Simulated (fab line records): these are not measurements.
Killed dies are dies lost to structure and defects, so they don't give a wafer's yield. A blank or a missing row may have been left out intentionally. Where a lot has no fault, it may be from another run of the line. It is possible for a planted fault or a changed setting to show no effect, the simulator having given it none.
fab line records	flow n5_finfet
[record] lots = 24	wafers = 72	last_day = 18
route steps=1938 shown BEOL_M0_SAQP@674 BEOL_M0@729 BEOL_M1@754
lots that met no fault: from a run of the same line without faults
start_h: the number of hours between the record's first day and the start of the first shown wafer of the lot	wait_h: hours from the lot's prior step to this one	" unchanged from the row above	L1.1+2: a single row standing in for several wafers	- no value, or no start was given	* or withheld: withheld	< > ~ a bound
route shown NAME@n: names a module that has steps shown in the file, with the first one's number in the route	usual: mean/standard deviation of fault-free wafers	same: alike in all rows	chamber/n: place in a boat	sites: per-site readings	_std_site: the values' standard deviation	_edge_site: mean of outer sites minus mean of inner sites	radius_mm: how far each site lies from the wafer's centre	mask NAME#n: copy n	behind: tool/chamber where the wafer was last shaped	hold: the reason the lot was held/the length of the hold in hours/how it ended	device: whichever transistor did not switch (one of n, p or np)	end of line: tests of these same wafers at the route's end	for a step that has no rows: nothing shown but its recipe	killed: at the first sort, the dies lost to defects and structure; wafer yield is something else	map: a wafer's dies, x killed, . not, _ none there
set.NAME: the setting as run; set.NAME@STEP: as run at that earlier step	model.NAME: the simulator's own value behind a step, which no gauge read
one table for each step of the route and one row for each wafer, over a sample of lots
services: a tool's chamber out of use, with start hour (start_h, from the record's first day; less than 0 if before it), hours out, and reason
[[steps]]
[step N5_BEOL_M0_SAQP_STRIP_108]
[recipe] chemistry = N2/H2	power_w = 500	temp_c = 40	pressure_mtorr = 50	rf_frequency_hz = 6e+07	overash_fraction = 0.3	bias_power_w = 28	h2_frac = 0.5	n2_flow_sccm = 300	h2_flow_sccm = 300
[usual] chamber_pressure_mTorr = 50.00/0.047	drypump_motor_current_A = 5.64/0.29	n2_flow_sccm = 300.0/0.93	oes_product_au = 0.76/0.074	rf_vpp_V = 122.1/0.91	showerhead_plenum_p_Torr = 3.40/0.073	throttle_valve_pct = 19.1/0.37
lot.wafer	tool	chamber	start_h	wait_h	chamber_pressure_mTorr	drypump_motor_current_A	n2_flow_sccm	oes_product_au	rf_hours_counter_h	rf_vpp_V	showerhead_plenum_p_Torr	throttle_valve_pct
L074.2	rie_diel-06	3	111.63	0.0	50.00	5.33	299.2	0.88	49	120.7	3.30	19.2
L074.3	"	1	"	"	50.04	5.28	298.4	0.69	248	122.9	3.43	18.7
L074.4	"	0	"	"	49.94	5.85	299.9	0.75	147	121.8	3.50	19.2
L075.1	rie_diel-05	0	119.23	0.0	50.07	6.08	300.4	0.76	149	122.9	3.50	19.1
L075.4	"	2	"	"	49.90	5.57	299.5	0.87	34	122.1	3.44	19.4
L075.6	"	1	"	"	49.95	5.29	299.0	0.82	-	121.5	3.42	18.8
L076.2	rie_diel-01	0	123.59	0.0	49.89	6.09	301.0	0.67	249	122.7	3.46	19.9
L076.3	"	2	"	"	49.97	5.28	299.5	0.69	210	121.3	3.33	19.0
L076.5	"	1	"	"	49.90	5.98	300.8	0.71	-	121.9	3.48	19.8
L077.2	rie_diel-06	2	126.08	0.0	49.95	5.57	300.2	0.73	174	122.2	3.35	18.8
L077.4	"	3	"	"	49.99	5.31	299.2	0.87	53	120.8	3.30	19.2
L077.5	"	1	"	"	50.11	5.28	300.7	0.68	-	123.6	3.43	18.7
L078.2	rie_diel-06	2	134.11	0.0	50.02	5.56	298.8	0.72	177	120.4	3.35	18.8
L078.5	"	2	"	"	50.00	5.56	299.7	0.73	-	122.3	3.35	18.9
L078.6	"	3	"	"	50.01	5.34	301.2	0.86	-	120.5	3.29	19.2
L079.2	rie_diel-06	2	141.00	0.0	50.02	5.57	300.3	0.72	181	121.3	3.35	18.9
L079.4	"	2	"	"	50.01	5.56	297.8	0.73	-	122.6	3.35	18.9
L079.6	"	3	"	"	49.91	5.28	300.2	0.85	-	122.0	3.29	19.2
L080.4	rie_diel-05	3	150.09	0.0	49.95	5.56	300.4	0.69	207	120.9	3.31	18.7
L080.5	"	3	"	"	49.96	5.57	300.1	0.69	-	122.2	3.31	18.6
L080.6	"	2	"	"	49.97	5.55	299.2	0.86	-	122.7	3.43	19.4
L081.3	rie_diel-06	0	154.17	0.0	50.06	5.84	302.1	0.72	-	124.0	3.49	19.2
L081.5	"	3	"	"	49.99	5.39	300.6	0.84	-	121.0	3.29	19.2
L081.6	"	0	"	"	50.01	5.85	301.2	0.72	-	121.3	3.49	19.2
L082.1	rie_diel-05	1	156.69	0.0	49.91	5.27	299.3	0.81	79	122.5	3.42	18.8
L082.2	"	2	"	"	50.02	5.58	300.6	0.85	44	122.1	3.43	19.4
L082.3	"	0	"	"	50.05	6.09	297.8	0.77	160	120.9	3.49	19.1
L083.1	rie_diel-06	0	164.03	0.0	50.06	5.86	301.2	0.73	169	122.2	3.49	19.2
L083.3	"	2	"	"	50.00	5.56	299.4	0.72	185	121.9	3.35	18.9
L083.4	"	3	"	"	50.06	5.32	299.8	0.84	-	122.4	3.29	19.2
L084.3	rie_diel-06	0	172.72	0.0	49.99	5.86	299.8	0.72	171	123.3	3.49	19.2
L084.4	"	2	"	"	49.96	5.56	299.8	0.71	187	122.0	3.35	18.9
L084.6	"	2	"	"	49.98	5.56	299.6	0.72	-	121.6	3.35	18.9
L085.2	rie_diel-01	0	174.70	0.0	50.00	6.07	298.8	0.90	10	121.3	3.45	19.5
L085.4	"	3	"	"	49.98	5.77	300.0	0.75	194	122.7	3.47	18.7
L085.6	"	2	"	"	50.04	5.28	299.6	0.67	-	122.7	3.32	19.0
L086.1	rie_diel-01	1	186.30	0.0	50.04	5.98	300.6	0.70	231	122.6	3.47	19.8
L086.2	"	3	"	"	50.01	5.74	300.3	0.75	198	121.7	3.47	18.7
L086.4	"	0	"	"	50.04	6.12	299.8	0.89	14	121.3	3.45	19.5
L087.1	rie_diel-06	0	189.49	0.0	50.02	5.83	298.2	0.71	178	122.4	3.48	19.2
L087.3	"	2	"	"	50.10	5.58	300.2	0.71	193	121.1	3.34	18.9
L087.6	"	2	"	"	49.99	5.57	299.3	0.71	-	124.0	3.34	18.9
L088.2	rie_diel-01	1	194.74	0.0	49.96	5.95	299.7	0.70	235	122.9	3.47	19.9
L088.3	"	2	"	"	50.00	5.28	299.1	0.68	235	121.7	3.32	19.0
L088.6	"	2	"	"	49.99	5.28	299.6	0.68	-	122.0	3.32	19.0
L089.1	rie_diel-05	1	202.68	0.0	50.02	5.29	299.3	0.80	93	121.7	3.41	18.8
L089.2	"	2	"	"	50.03	5.58	298.8	0.84	58	124.0	3.42	19.4
L089.3	"	3	"	"	49.99	5.55	301.5	0.69	222	122.0	3.30	18.7
L090.1	rie_diel-06	3	208.95	0.0	50.12	5.40	299.2	0.82	87	122.3	3.28	19.3
L090.2	"	2	"	"	49.99	5.56	301.0	0.69	199	121.9	3.34	18.9
L090.3	"	1	"	"	49.98	5.28	298.5	0.95	6	122.6	3.42	18.3
L091.1	rie_diel-05	0	211.29	0.0	50.03	6.02	299.5	0.74	176	120.9	3.48	19.2
L091.2	"	3	"	"	49.95	5.54	300.9	0.68	225	122.9	3.30	18.7
L091.6	"	2	"	"	50.08	5.58	300.4	0.82	-	122.8	3.42	19.4
L092.4	rie_diel-01	1	214.16	0.0	50.02	5.96	299.7	0.68	243	123.3	3.46	19.9
L092.5	"	1	"	"	50.00	5.97	299.7	0.67	-	121.2	3.46	19.9
L092.6	"	2	"	"	50.05	5.27	300.5	0.66	-	120.8	3.31	19.0
L093.1	rie_diel-01	1	221.43	0.0	49.98	5.95	299.8	0.68	245	122.8	3.46	19.9
L093.5	"	3	"	"	50.08	5.80	300.1	0.73	-	122.1	3.46	18.7
L093.6	"	0	"	"	50.01	6.11	302.1	0.87	-	121.9	3.44	19.5
L094.3	rie_diel-01	2	237.73	0.0	50.03	5.28	300.4	0.67	249	122.5	3.31	19.0
L094.4	"	0	"	"	49.97	6.11	300.5	0.84	33	120.4	3.44	19.5
L094.6	"	0	"	"	50.03	6.12	301.8	0.85	-	122.4	3.44	19.5
L095.2	rie_diel-01	2	242.17	0.0	50.04	5.27	300.0	0.66	251	122.4	3.31	19.1
L095.3	"	3	"	"	50.02	5.78	299.4	0.73	218	122.1	3.46	18.7
L095.6	"	3	"	"	50.02	5.76	299.7	0.73	-	122.6	3.46	18.7
L096.1	rie_diel-05	2	243.87	0.0	50.02	5.57	299.6	0.82	71	122.0	3.42	19.5
L096.4	"	1	"	"	50.01	5.27	299.7	0.79	106	120.7	3.40	18.9
L096.6	"	2	"	"	49.99	5.58	300.5	0.82	-	121.2	3.42	19.5
L097.1	rie_diel-01	0	249.27	0.0	49.99	6.08	299.5	0.84	38	123.1	3.44	19.5
L097.2	"	3	"	"	49.97	5.75	299.2	0.72	221	123.0	3.46	18.7
L097.4	"	2	"	"	49.94	5.28	301.6	0.66	-	120.0	3.31	19.1
[step N5_BEOL_M0_SAQP_ALD_48]
[recipe] material = SiO2	target_thk_a = 200	temp_c = 100	ald_precursor_family = BDEAS	ald_co_reactant = O2-plasma	pulse_time_s = 1	co_reactant_pulse_time_s = 1	purge_time_s = 2	co_reactant_purge_time_s = 2	ald_cycles = 139	pressure_torr = 2
[usual] heater_power_outer_w = 42/5.3	heater_power_w = 80/9.5	precursor_pulse_height_rel = 0.998/0.019
lot.wafer	tool	chamber	start_h	wait_h	heater_power_outer_w	heater_power_w	precursor_pulse_height_rel	since_wet_clean_h
L074.2	ald_sin-04	2	113.54	0.0	47	88	0.964	209
L074.3	"	1	"	"	38	73	0.992	209
L074.4	"	0	"	"	43	84	0.995	209
L075.1	ald_sin-01	0	121.24	0.0	39	80	1.026	22
L075.4	"	3	"	"	40	78	1.016	22
L075.6	"	0	"	"	39	80	1.003	-
L076.2	ald_sin-04	1	125.50	0.3	38	73	0.991	221
L076.3	"	3	"	"	37	68	0.992	221
L076.5	"	0	"	"	45	83	1.005	-
L077.2	ald_sin-01	2	128.31	0.0	52	98	1.012	29
L077.4	"	1	"	"	45	85	0.998	29
L077.5	"	1	"	"	45	84	0.957	-
L078.2	ald_sin-02	1	135.93	0.0	42	86	1.011	126
L078.5	"	1	"	"	42	87	1.022	-
L078.6	"	2	"	"	36	70	1.019	-
L079.2	ald_sin-02	0	143.11	0.5	33	63	0.998	134
L079.4	"	2	"	"	36	70	0.992	134
L079.6	"	2	"	"	36	69	1.012	-
L080.4	ald_sin-02	2	151.79	0.0	36	69	1.029	142
L080.5	"	0	"	"	32	63	1.015	-
L080.6	"	1	"	"	41	84	1.002	-
L081.3	ald_sin-04	2	155.86	0.0	47	90	1.005	251
L081.5	"	2	"	"	48	88	1.009	-
L081.6	"	3	"	"	37	71	1.029	-
L082.1	ald_sin-04	3	159.17	0.8	37	70	1.008	255
L082.2	"	0	"	"	46	85	0.991	255
L082.3	"	2	"	"	47	86	1.012	255
L083.1	ald_sin-02	1	165.72	0.0	42	86	1.013	156
L083.3	"	2	"	"	35	70	0.968	156
L083.4	"	3	"	"	41	78	0.972	156
L084.3	ald_sin-01	0	175.72	0.0	39	78	1.011	77
L084.4	"	3	"	"	40	74	0.994	77
L084.6	"	2	"	"	52	99	1.012	-
L085.2	ald_sin-04	2	176.87	0.0	47	87	1.003	272
L085.4	"	3	"	"	37	72	0.958	272
L085.6	"	0	"	"	44	85	0.986	-
L086.1	ald_sin-04	2	188.38	0.2	48	88	1.028	284
L086.2	"	3	"	"	37	71	0.981	284
L086.4	"	0	"	"	45	83	0.988	284
L087.1	ald_sin-01	3	191.43	0.1	40	75	1.019	92
L087.3	"	0	"	"	39	79	0.996	92
L087.6	"	2	"	"	52	97	0.987	-
L088.2	ald_sin-02	1	197.02	0.0	41	87	1.004	188
L088.3	"	0	"	"	32	65	0.972	188
L088.6	"	3	"	"	40	77	1.028	-
L089.1	ald_sin-01	0	204.74	0.0	39	79	0.988	106
L089.2	"	2	"	"	52	99	0.985	106
L089.3	"	3	"	"	40	75	1.010	106
L090.1	ald_sin-01	2	211.35	0.0	52	98	0.993	112
L090.2	"	0	"	"	40	79	0.965	112
L090.3	"	3	"	"	40	75	1.000	112
L091.1	ald_sin-04	3	213.01	0.0	38	70	0.990	308
L091.2	"	2	"	"	47	88	1.013	308
L091.6	"	1	"	"	38	73	0.996	-
L092.4	ald_sin-02	2	215.95	0.0	35	68	1.001	206
L092.5	"	3	"	"	41	76	1.011	-
L092.6	"	2	"	"	35	70	1.001	-
L093.1	ald_sin-04	3	223.44	0.2	36	73	0.986	319
L093.5	"	1	"	"	39	73	0.992	-
L093.6	"	0	"	"	44	83	0.986	-
L094.3	ald_sin-04	2	240.00	0.0	47	90	1.000	335
L094.4	"	3	"	"	38	70	0.995	335
L094.6	"	1	"	"	37	77	1.006	-
L095.2	ald_sin-01	0	244.39	0.0	39	79	1.022	145
L095.3	"	2	"	"	53	100	0.982	145
L095.6	"	1	"	"	46	83	0.997	-
L096.1	ald_sin-02	0	245.96	0.2	33	64	1.031	236
L096.4	"	2	"	"	35	71	1.025	236
L096.6	"	1	"	"	43	86	0.992	-
L097.1	ald_sin-01	1	251.17	0.0	46	85	1.029	152
L097.2	"	0	"	"	39	81	0.984	152
L097.4	"	2	"	"	52	99	1.006	152
[step N5_BEOL_M0_DEGAS_112]
[recipe] ambient = vacuum	temp_c = 250	time_s = 60
[usual] heater_power_w = 326/44
lot.wafer	tool	chamber	start_h	wait_h	heater_power_w
L074.2	pvd_sputter-03	-	116.35	0.6	426
L074.3	"	-	"	"	279
L074.4	"	-	"	"	349
L075.1	pvd_sputter-03	-	126.74	0.4	430
L075.4	"	-	"	"	358
L075.6	"	-	"	"	363
L077.2	pvd_sputter-01	-	131.29	0.5	319
L077.4	"	-	"	"	308
L077.5	"	-	"	"	317
L076.2	pvd_sputter-03	-	131.78	0.0	289
L076.3	"	-	"	"	353
L076.5	"	-	"	"	410
L078.2	pvd_sputter-01	-	139.46	0.8	305
L078.5	"	-	"	"	268
L078.6	"	-	"	"	314
L079.2	pvd_sputter-02	-	146.87	0.0	277
L079.4	"	-	"	"	371
L079.6	"	-	"	"	375
L080.4	pvd_sputter-01	-	157.65	0.7	297
L080.5	"	-	"	"	293
L080.6	"	-	"	"	318
L081.3	pvd_sputter-01	-	160.43	0.8	272
L081.5	"	-	"	"	307
L081.6	"	-	"	"	295
L082.1	pvd_sputter-02	-	162.68	0.4	275
L082.2	"	-	"	"	384
L082.3	"	-	"	"	362
L083.1	pvd_sputter-03	-	171.49	0.2	359
L083.3	"	-	"	"	282
L083.4	"	-	"	"	363
L084.3	pvd_sputter-01	-	179.32	0.9	306
L084.4	"	-	"	"	296
L084.6	"	-	"	"	284
L085.2	pvd_sputter-03	-	183.82	0.6	279
L085.4	"	-	"	"	419
L085.6	"	-	"	"	427
L086.1	pvd_sputter-02	-	191.80	0.2	357
L086.2	"	-	"	"	372
L086.4	"	-	"	"	367
L087.1	pvd_sputter-02	-	195.72	1.3	357
L087.3	"	-	"	"	378
L087.6	"	-	"	"	368
L088.2	pvd_sputter-01	-	201.58	1.5	292
L088.3	"	-	"	"	269
L088.6	"	-	"	"	268
L089.1	pvd_sputter-02	-	208.46	0.4	369
L089.2	"	-	"	"	365
L089.3	"	-	"	"	273
L090.1	pvd_sputter-01	-	214.59	0.6	325
L090.2	"	-	"	"	265
L090.3	"	-	"	"	304
L092.4	pvd_sputter-01	-	219.63	0.7	317
L092.5	"	-	"	"	300
L092.6	"	-	"	"	313
L091.1	pvd_sputter-02	-	220.34	0.5	366
L091.2	"	-	"	"	363
L091.6	"	-	"	"	368
L093.1	pvd_sputter-01	-	226.39	0.5	292
L093.5	"	-	"	"	312
L093.6	"	-	"	"	286
L094.3	pvd_sputter-01	-	243.73	0.2	288
L094.4	"	-	"	"	303
L094.6	"	-	"	"	324
L095.2	pvd_sputter-03	-	247.62	0.5	281
L095.3	"	-	"	"	419
L095.6	"	-	"	"	359
L096.1	pvd_sputter-01	-	252.28	0.3	309
L096.4	"	-	"	"	302
L096.6	"	-	"	"	260
L097.1	pvd_sputter-03	-	256.92	0.6	355
L097.2	"	-	"	"	285
L097.4	"	-	"	"	425
[step N5_BEOL_M0_ANNEAL_119]
[recipe] temp_c = 225	time_s = 90	ambient = N2
[usual] wafer_temp_C_max = 225.74/0.22
lot.wafer	tool	chamber	start_h	wait_h	wafer_temp_C_max
L074.2	rtp_anneal-01	0	117.65	0.1	225.45
L074.3	"	0	"	"	225.69
L074.4	"	0	"	"	225.33
L075.1	rtp_anneal-02	0	128.40	0.1	225.71
L075.4	"	0	"	"	225.82
L075.6	"	0	"	"	225.71
L077.2	rtp_anneal-02	0	132.50	0.1	225.86
L077.4	"	0	"	"	225.68
L077.5	"	0	"	"	225.40
L076.2	rtp_anneal-02	0	134.42	0.2	225.87
L076.3	"	0	"	"	225.97
L076.5	"	0	"	"	225.78
L078.2	rtp_anneal-02	0	140.97	0.1	225.97
L078.5	"	0	"	"	226.45
L078.6	"	0	"	"	225.69
L079.2	rtp_anneal-01	0	149.77	0.1	225.45
L079.4	"	0	"	"	225.51
L079.6	"	0	"	"	225.64
L080.4	rtp_anneal-01	0	159.18	0.2	225.81
L080.5	"	0	"	"	225.77
L080.6	"	0	"	"	225.71
L081.3	rtp_anneal-01	0	162.04	0.1	225.89
L081.5	"	0	"	"	225.92
L081.6	"	0	"	"	225.67
L082.1	rtp_anneal-01	0	164.35	0.1	225.75
L082.2	"	0	"	"	225.43
L082.3	"	0	"	"	225.47
L083.1	rtp_anneal-02	0	174.55	0.1	226.03
L083.3	"	0	"	"	225.94
L083.4	"	0	"	"	225.86
L084.3	rtp_anneal-02	0	181.45	0.1	226.00
L084.4	"	0	"	"	225.80
L084.6	"	0	"	"	225.69
L085.2	rtp_anneal-01	0	185.98	0.1	225.58
L085.4	"	0	"	"	225.63
L085.6	"	0	"	"	225.45
L086.1	rtp_anneal-01	0	193.09	0.1	226.07
L086.2	"	0	"	"	225.62
L086.4	"	0	"	"	225.74
L087.1	rtp_anneal-02	0	197.15	0.1	225.82
L087.3	"	0	"	"	225.77
L087.6	"	0	"	"	225.43
L088.2	rtp_anneal-02	0	202.76	0.1	225.66
L088.3	"	0	"	"	225.75
L088.6	"	0	"	"	226.05
L089.1	rtp_anneal-01	0	209.87	0.1	225.48
L089.2	"	0	"	"	225.95
L089.3	"	0	"	"	226.16
L090.1	rtp_anneal-01	0	215.71	0.1	225.54
L090.2	"	0	"	"	225.73
L090.3	"	0	"	"	225.49
L092.4	rtp_anneal-01	0	221.43	0.2	225.56
L092.5	"	0	"	"	225.54
L092.6	"	0	"	"	225.79
L091.1	rtp_anneal-01	0	222.00	0.1	225.62
L091.2	"	0	"	"	225.60
L091.6	"	0	"	"	225.60
L093.1	rtp_anneal-02	0	228.37	0.4	225.59
L093.5	"	0	"	"	225.37
L093.6	"	0	"	"	225.71
L094.3	rtp_anneal-02	0	245.20	0.1	225.30
L094.4	"	0	"	"	225.19
L094.6	"	0	"	"	226.11
L095.2	rtp_anneal-01	0	251.91	0.1	225.65
L095.3	"	0	"	"	225.81
L095.6	"	0	"	"	225.53
L096.1	rtp_anneal-02	0	253.89	0.4	225.71
L096.4	"	0	"	"	226.07
L096.6	"	0	"	"	225.80
L097.1	rtp_anneal-02	0	258.57	0.3	225.67
L097.2	"	0	"	"	226.23
L097.4	"	0	"	"	226.26
[step N5_BEOL_M0_CMP_120]
[recipe] stop_on = SiOC	t_overpolish_s = 6.9	down_force_psi = 1	platen_rpm = 50	clearing_platen_down_force_psi = 1.5	clearing_platen_rpm = 50	post_cmp_clean = cu_alkaline	clearing_platen_pad_velocity_m_s = 0.99484	pad_velocity_m_s = 0.99484
[usual] barrier_field_endpoint_s = 3.58/0.13	motor_current_A = 5.8/0.76	overpolish_run_s = 6.901/0.0099	pad_life_wafers = 936/540	time_to_endpoint_s = 61/3.4
lot.wafer	tool	chamber	start_h	wait_h	barrier_field_endpoint_s	motor_current_A	overpolish_run_s	pad_life_wafers	time_to_endpoint_s
L074.3	cmp-01	2	117.90	0.2	3.83	5.2	6.907	1134	70
L074.4	"	3	"	"	3.59	6.5	6.903	1135	63
L074.2	"	0	"	"	3.60	6.4	6.925	1136	65
L075.4	cmp-02	0	128.74	0.2	3.52	5.7	6.888	1	65
L075.1	"	2	"	"	3.68	5.0	6.905	3	65
L075.6	"	3	"	"	3.31	7.3	6.895	-	62
L077.2	cmp-02	1	132.79	0.2	3.71	5.0	6.893	25	62
L077.4	"	2	"	"	3.66	5.0	6.901	26	64
L077.5	"	1	"	"	3.72	5.3	6.894	-	60
L076.3	cmp-01	3	134.67	0.2	3.58	6.7	6.907	1266	58
L076.2	"	0	"	"	3.79	6.0	6.903	1267	62
L076.5	"	0	"	"	3.72	6.5	6.897	-	64
L078.2	cmp-03	0	141.29	0.3	3.76	5.4	6.908	428	62
L078.6	"	2	"	"	3.61	6.0	6.896	-	60
L078.5	"	3	"	"	3.71	5.1	6.901	-	67
L079.2	cmp-02	3	150.02	0.2	3.55	7.1	6.905	156	59
L079.4	"	0	"	"	3.65	6.0	6.897	157	61
L079.6	"	3	"	"	3.69	6.4	6.904	-	60
L080.4	cmp-01	1	159.54	0.3	3.66	5.0	6.905	1491	60
L080.6	"	2	"	"	3.65	5.3	6.894	-	62
L080.5	"	3	"	"	3.62	7.0	6.886	-	58
L081.3	cmp-01	0	162.28	0.2	3.60	6.3	6.912	1519	62
L081.5	"	3	"	"	3.55	6.7	6.905	-	58
L081.6	"	0	"	"	3.43	6.4	6.903	-	59
L082.1	cmp-03	0	164.64	0.3	3.76	5.0	6.887	630	65
L082.2	"	1	"	"	3.74	6.8	6.908	631	62
L082.3	"	3	"	"	3.92	5.4	6.899	633	70
L083.1	cmp-03	2	174.88	0.3	3.61	5.9	6.901	721	60
L083.3	"	3	"	"	3.85	5.2	6.914	722	70
L083.4	"	0	"	"	3.63	4.8	6.903	723	61
L084.3	cmp-02	1	181.73	0.2	3.85	5.0	6.891	356	62
L084.4	"	2	"	"	3.75	5.1	6.887	357	60
L084.6	"	3	"	"	3.65	6.6	6.893	-	55
L085.4	cmp-01	2	186.27	0.2	3.51	5.2	6.912	1711	64
L085.2	"	3	"	"	3.50	6.6	6.899	1712	61
L085.6	"	1	"	"	3.55	5.2	6.887	-	64
L086.1	cmp-01	0	193.39	0.3	3.54	6.5	6.899	1764	53
L086.4	"	1	"	"	3.68	5.6	6.906	1765	56
L086.2	"	2	"	"	3.55	4.9	6.892	1766	58
L087.1	cmp-03	2	197.44	0.3	3.31	5.9	6.909	918	60
L087.3	"	3	"	"	3.55	5.1	6.885	919	65
L087.6	"	2	"	"	3.54	6.4	6.915	-	57
L088.3	cmp-01	1	203.01	0.2	3.76	5.3	6.909	1860	60
L088.2	"	2	"	"	3.69	5.1	6.921	1861	60
L088.6	"	2	"	"	3.54	5.2	6.903	-	57
L089.3	cmp-02	0	210.16	0.2	3.48	6.1	6.904	582	56
L089.2	"	1	"	"	3.45	5.0	6.910	583	59
L089.1	"	2	"	"	3.59	5.0	6.907	584	58
L090.3	cmp-02	3	216.05	0.2	3.47	7.0	6.913	643	57
L090.2	"	0	"	"	3.30	6.0	6.924	644	57
L090.1	"	1	"	"	3.43	5.2	6.914	645	59
L092.4	cmp-02	0	221.63	0.2	3.53	5.6	6.888	715	63
L092.5	"	3	"	"	3.47	7.1	6.905	-	61
L092.6	"	0	"	"	3.57	5.9	6.900	-	62
L091.1	cmp-02	0	222.29	0.3	3.35	5.7	6.897	720	62
L091.2	"	2	"	"	3.43	5.3	6.886	722	62
L091.6	"	0	"	"	3.44	6.0	6.903	-	61
L093.1	cmp-02	1	228.86	0.4	3.50	5.0	6.903	786	65
L093.5	"	1	"	"	3.51	5.0	6.893	-	62
L093.6	"	2	"	"	3.50	5.1	6.882	-	65
L094.4	cmp-02	0	245.41	0.1	3.42	6.2	6.906	936	55
L094.3	"	3	"	"	3.45	7.1	6.918	939	56
L094.6	"	0	"	"	3.65	6.0	6.898	-	57
L095.3	cmp-03	0	252.67	0.7	3.40	5.0	6.899	1495	61
L095.2	"	1	"	"	3.32	6.8	6.914	1496	57
L095.6	"	0	"	"	3.50	4.9	6.900	-	62
L096.4	cmp-03	0	254.27	0.2	3.57	5.0	6.888	1532	63
L096.1	"	1	"	"	3.54	7.3	6.907	1533	60
L096.6	"	2	"	"	3.69	6.3	6.896	-	64
L097.4	cmp-02	1	258.87	0.1	3.43	5.0	6.900	1062	61
L097.1	"	3	"	"	3.71	6.7	6.897	1064	57
L097.2	"	0	"	"	3.49	6.2	6.881	1065	59
[step N5_BEOL_M1_HM_DEP_02]
[recipe] material = TiN	target_thk_a = 200	temp_c = 25	chamber_pressure_pa = 0.49996
[usual] throttle_valve_pct = 30.3/0.97
lot.wafer	tool	chamber	start_h	wait_h	throttle_valve_pct
L074.2	pvd_sputter-02	-	120.11	1.4	30.1
L074.3	"	-	"	"	31.9
L074.4	"	-	"	"	30.3
L075.1	pvd_sputter-02	-	130.76	1.2	30.4
L075.4	"	-	"	"	30.0
L075.6	"	-	"	"	30.2
L077.2	pvd_sputter-01	-	134.38	0.8	28.3
L077.4	"	-	"	"	31.8
L077.5	"	-	"	"	32.0
L076.2	pvd_sputter-02	-	137.21	1.6	32.0
L076.3	"	-	"	"	30.5
L076.5	"	-	"	"	32.0
L078.2	pvd_sputter-03	-	145.49	3.5	30.9
L078.5	"	-	"	"	29.6
L078.6	"	-	"	"	29.3
L079.2	pvd_sputter-01	-	152.92	2.2	31.6
L079.4	"	-	"	"	28.3
L079.6	"	-	"	"	29.6
L080.4	pvd_sputter-01	-	160.71	0.5	29.8
L080.5	"	-	"	"	31.6
L080.6	"	-	"	"	31.1
L081.3	pvd_sputter-01	-	165.64	2.7	28.7
L081.5	"	-	"	"	30.9
L081.6	"	-	"	"	29.7
L082.1	pvd_sputter-01	-	165.84	0.5	31.6
L082.2	"	-	"	"	28.4
L082.3	"	-	"	"	30.7
L083.1	pvd_sputter-03	-	177.45	1.9	31.1
L083.3	"	-	"	"	29.2
L083.4	"	-	"	"	30.6
L084.3	pvd_sputter-01	-	182.96	0.6	28.4
L084.4	"	-	"	"	31.7
L084.6	"	-	"	"	31.9
L085.2	pvd_sputter-02	-	191.16	4.1	30.2
L085.4	"	-	"	"	30.6
L085.6	"	-	"	"	30.2
L086.1	pvd_sputter-02	-	195.62	1.5	29.8
L086.2	"	-	"	"	32.0
L086.4	"	-	"	"	29.8
L087.1	pvd_sputter-01	-	198.90	0.7	28.7
L087.3	"	-	"	"	31.7
L087.6	"	-	"	"	29.6
L088.2	pvd_sputter-03	-	205.01	1.2	29.3
L088.3	"	-	"	"	30.8
L088.6	"	-	"	"	30.8
L089.1	pvd_sputter-02	-	211.68	0.8	30.6
L089.2	"	-	"	"	31.9
L089.3	"	-	"	"	30.0
L090.1	pvd_sputter-02	-	217.80	1.0	29.8
L090.2	"	-	"	"	29.8
L090.3	"	-	"	"	30.4
L092.4	pvd_sputter-03	-	222.86	0.5	29.4
L092.5	"	-	"	"	29.5
L092.6	"	-	"	"	29.1
L091.1	pvd_sputter-01	-	225.39	2.3	28.7
L091.2	"	-	"	"	30.0
L091.6	"	-	"	"	29.9
L093.1	pvd_sputter-02	-	229.91	0.3	30.0
L093.5	"	-	"	"	30.1
L093.6	"	-	"	"	29.6
L094.3	pvd_sputter-03	-	246.80	0.6	29.5
L094.4	"	-	"	"	30.9
L094.6	"	-	"	"	30.8
L095.2	pvd_sputter-03	-	255.52	2.2	30.6
L095.3	"	-	"	"	29.5
L095.6	"	-	"	"	30.9
L096.1	pvd_sputter-03	-	255.94	1.0	29.0
L096.4	"	-	"	"	30.7
L096.6	"	-	"	"	30.8
L097.1	pvd_sputter-03	-	262.63	3.0	29.5
L097.2	"	-	"	"	31.1
L097.4	"	-	"	"	30.7
[[services]]
tool	chamber	start_h	hours	kind
pvd_sputter-02	-	92.63	0.5	repair
pvd_sputter-01	-	98.12	1.5	repair
cmp-02	-	124.58	4.0	pm
rie_diel-06	1	130.63	9.8	repair
cmp-03	-	138.26	2.5	repair
ald_sin-01	3	141.04	5.9	repair
rie_diel-06	2	149.71	12.8	repair
cmp-02	-	156.86	4.1	repair
rie_diel-01	3	157.99	1.5	repair
cmp-02	-	173.70	1.1	repair
cmp-03	-	176.83	0.3	repair
rie_diel-06	1	177.25	22.2	repair
rie_diel-06	2	194.15	4.6	repair
cmp-01	-	196.87	1.1	repair
ald_sin-02	2	202.57	4.8	repair
cmp-01	-	216.71	2.7	repair
ald_sin-04	2	218.00	5.9	repair
ald_sin-02	2	219.17	9.0	repair
cmp-02	-	223.08	0.3	repair
cmp-01	-	228.63	4.0	pm
cmp-01	-	249.01	5.0	pm
ald_sin-02	-	256.16	1.2	repair
cmp-01	-	258.07	4.0	repair
pvd_sputter-01	-	260.51	3.0	repair
[[key]]
fault none
